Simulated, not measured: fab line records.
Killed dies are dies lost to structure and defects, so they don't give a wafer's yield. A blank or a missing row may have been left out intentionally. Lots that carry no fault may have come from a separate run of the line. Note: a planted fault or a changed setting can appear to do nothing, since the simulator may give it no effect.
Struck lot and sound lot, side by side ; flow n5-finfet ; 40 steps out of a route of 1938
Sound: these wafers, L134.1, L134.2, L134.4. Wafers L151.1, L151.5, L151.6 were the ones struck. The cause comes at the end.
For every step that has rows: the tool of each side, followed by ch and its chambers, followed by its first start. Under that, the readings that differ: sound wafers ; struck wafers ; difference of the means ; sigmas: that difference in standard deviations of wafers without a fault.
alike: a reading whose means differ by less than 2 such deviations, as well as words and numbers matching on both sides. not compared: withheld readings; readings where some wafer has no value; bounds like >300 that might hide an equal value; numbers whose values overlap and for which the record gives no deviation.
The two part at a step that has a row with sigmas, a row that says differs or no value, or rows on one side only. Non-overlapping numbers with no deviation appear without sigmas and do not part them. A reading missing from all wafers of one side parts the sides only when that side holds two or more wafers.

first, 9 steps without rows for these wafers: N5_FIN_SAQP_EBR_12; N5_FIN_SAQP_SOFTBAKE_11 (time 60 s); N5_FIN_SAQP_EXPOSE_13 (exposes mask FIN CORE, target cd 35.6 nm); N5_FIN_SAQP_PEB_14 (peb time 60 s); N5_FIN_SAQP_DEVELOP_15 (develop time 30 s); N5_FIN_SAQP_DESCUM_21 (chemistry O2, time 7.9 s); N5_FIN_SAQP_ETCH_51 (etches SiARC in CF4, target depth 45.5 nm, time 75.8 s); N5_FIN_SAQP_ETCH_52 (etches SOC in N2/H2, target depth 100 nm, overetch 20 nm, time 150 s); N5_FIN_SAQP_STRIP_53 (strips in N2/H2).
N5_FIN_SAQP_HM_OPEN_73: chemistry CHF3/O2, target SiO2, stops on a-Si, target depth 12 nm, time 16.8 s.
  sound on rie-diel-05 ch 0,1,2, day 2 04:31; struck on rie-diel-05 ch 0,1,2, day 6 10:13
  alike: CHF3_flow_sccm, bias-w, drypump-motor-current-A, oes_f_703_au, oes-product-au, rf-vpp-V, showerhead-plenum-p-Torr, throttle-valve-pct
  not compared: rf-hours-counter-h
then, 26 steps without rows for these wafers: N5_FIN_SAQP_STRIP_74 (strips in CHF3/O2); N5_FIN_SAQP_MANDREL_ETCH_22 (etches a-Si in HBr/Cl2, stops on SiNx, target depth 60 nm, bt time 10 s, time 30 s); N5_FIN_SAQP_STRIP_55 (strips in N2/H2); N5_FIN_SAQP_STRIP_23 (strips in SPM, time 750 s); N5_FIN_SAQP_SRD_66 (time 30 s); N5_FIN_SAQP_RECESS_75 (chemistry HF/NH3, target SiO2, target depth 14.4 nm, afs cycles 3, sublimation time 60 s); N5_FIN_SAQP_SPACER1_ALD_24 (deposits SiO2, target thk 20.3 nm, pulse time 1 s, purge time 2 s); N5_FIN_SAQP_SPACER1_ETCHBACK_25 (etches SiO2 in CHF3/O2, target depth 24.4 nm, time 12.2 s); N5_FIN_SAQP_MANDREL1_REMOVE_56 (chemistry HBr/Cl2/O2, target a-Si, stops on SiNx, bt time 10 s); N5_FIN_SAQP_ETCH_57 (etches SiNx in CH3F/O2, target depth 32.5 nm, time 46.4 s); N5_FIN_SAQP_ETCH_65 (etches SiO2 in CF4, target depth 4 nm, time 4.4 s); N5_FIN_SAQP_MANDREL_ETCH_58 (etches a-Si in HBr/Cl2, stops on SiNx, target depth 45 nm, bt time 10 s, time 27 s); N5_FIN_SAQP_RECESS_63 (chemistry HF/NH3, target SiO2, target depth 18 nm, afs cycles 3, sublimation time 60 s); N5_FIN_SAQP_COAT_68 (time 60 s, resist thk 100 nm); N5_FIN_SAQP_ETCH_69 (etches SOC in N2/H2, stops on SiNx, target depth 150 nm); N5_FIN_SAQP_ETCH_67 (etches SiNx in CH3F/O2, target depth 30 nm); N5_FIN_SAQP_STRIP_70 (strips in N2/H2); N5_FIN_SAQP_RECESS_71 (chemistry HF/NH3, target SiO2, target depth 3 nm, afs cycles 1, sublimation time 60 s); N5_FIN_SAQP_SPACER2_ALD_28 (deposits SiO2, target thk 8.1 nm, pulse time 1 s, purge time 2 s); N5_FIN_SAQP_SPACER2_ETCHBACK_29 (etches SiO2 in CHF3/O2, target depth 12.2 nm, time 6.1 s); N5_FIN_SAQP_MANDREL2_REMOVE_60 (chemistry HBr/Cl2/O2, target a-Si, stops on SiNx, bt time 10 s); N5_FIN_SAQP_HM_OPEN_33 (chemistry CH3F/O2, target SiNx, target depth 49.4 nm, time 70.6 s); N5_FIN_SAQP_ETCH_34 (etches SiO2 in C4F6/O2, target depth 45 nm, time 15 s); N5_FIN_SAQP_STRIP_77 (strips in N2/H2, time 90 s); N5_FIN_SAQP_ETCH_64 (etches SiO2 in CF4, target depth 1.5 nm); N5_FIN_SAQP_FIN_ETCH_36 (etches the open film in HBr/Cl2/O2, target depth 120 nm, time 50.4 s).
N5_FIN_SAQP_INSPECT_40: inspects for defects (brightfield).
  sound on defect-inspect-02 at day 2 08:50; struck on defect-inspect-02 at day 6 14:59
reading;sound;struck;difference;sigmas
raw-defect-count;281 262 426;577 769 668;+348;+4
N5_FIN_CUT_INSPECT_10: inspects for defects (brightfield).
  sound on defect-inspect-02 at day 2 09:21; struck on defect-inspect-01 at day 6 15:31
reading;sound;struck;difference;sigmas
raw-defect-count;59 53 71;433 485 465;+400;+33
-- the record jumps here: 6 days lie between the struck wafers' starts before and after (it left off in module FIN_CUT and takes up again in module BEOL_M4, whose first step shown is number 1111 of the route) --
N5_BEOL_M4_RC_MEAS_101:
  sound on prober-02 ch 0, day 8 20:35; struck on prober-01 ch 0, day 12 16:02
reading;sound;struck;difference;sigmas
ION_N (uA/um);654 661 660;683 687 686;+27;+2
SS_P (mV/dec);71.9 72.4 72.5;73.8 73.9 74.7;+1.9;+3
VT_N (mV);254 253 256;246 246 245;-9;-3
  alike: DIBL_N, DIBL_P, IOFF_N, IOFF_P, ION_P, SS_N, VT_P
-- record jumps: 4 days separate the struck wafers' starts on either side; left off in module BEOL_M4, taken up again in module PASSIVATION, whose first shown step is the route's number 1936 --
N5_PASSIVATION_PROBE_49:
  the record has rows for the struck wafers here (prober-02, day 16 10:31) and none for the sound ones

WHERE THEY PART
Earliest at N5_FIN_SAQP_INSPECT_40; latest, in this record, at N5_PASSIVATION_PROBE_49.

WHY: the cause the simulator had injected
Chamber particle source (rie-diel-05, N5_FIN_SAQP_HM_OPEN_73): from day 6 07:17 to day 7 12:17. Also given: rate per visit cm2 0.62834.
